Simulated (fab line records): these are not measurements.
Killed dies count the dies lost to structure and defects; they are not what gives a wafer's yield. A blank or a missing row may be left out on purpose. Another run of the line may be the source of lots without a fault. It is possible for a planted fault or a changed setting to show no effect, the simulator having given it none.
Matching of chambers ; flow nandHarc ; 4 sister chambers for NHARC_A_CHANNEL_FILL_D2_ALD_02 on aldHk-04
The step deposits SiO2, target thk 6 nm, pulse time 10 s, ald cycles 60. 7 wafers are shown with their chamber, then 8 later ones without.

WAFERS, EACH WITH ITS CHAMBER
wafer;chamber;heaterPowerW (W);precursorPulseHeightRel
L088.2;3;416;1.042
L090.1;3;411;1.015
L090.5;1;502;1.001
L091.1;2;566;1.013
L091.3;0;520;0.980
L091.5;2;540;0.983
L093.3;0;545;1.039

WAFERS WITH NO CHAMBER GIVEN
wafer;heaterPowerW (W);precursorPulseHeightRel
L093.4;520;0.992
L093.5;415;1.006
L096.1;541;1.016
L096.3;496;0.987
L096.6;527;1.012
L097.3;421;0.989
L097.4;536;0.997
L097.5;426;1.015

CHAMBER TAKEN BY EACH
wafer;from the rows above;in truth
L093.4;can't be placed: 0 or 1 or 2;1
L093.5;3;3
L096.1;can't be placed: 0 or 2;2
L096.3;can't be placed: 1 or 0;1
L096.6;can't be placed: 0 or 1 or 2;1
L097.3;3;3
L097.4;can't be placed: 0 or 2 or 1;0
L097.5;3;3
Correctly placed: 3 of 8. Can't be placed from these rows: 5 (the true chamber is among the candidates in 5). 0 placed wrongly.
How it was worked out, from the rows above alone: a wafer's distance from a chamber is the root of the sum, over the readings, of the square of ((its reading less the chamber's mean) divided by the reading's scatter). If the next closest chamber is less than 2 further off than the closest, the wafer can't be placed; otherwise it belongs to the closest. For every chamber, the mean is computed from those of its wafers that are shown. The scatter is the square root of a quotient: the sum, over the shown wafers, of each reading's squared deviation from its chamber's mean, divided by wafers minus chambers.
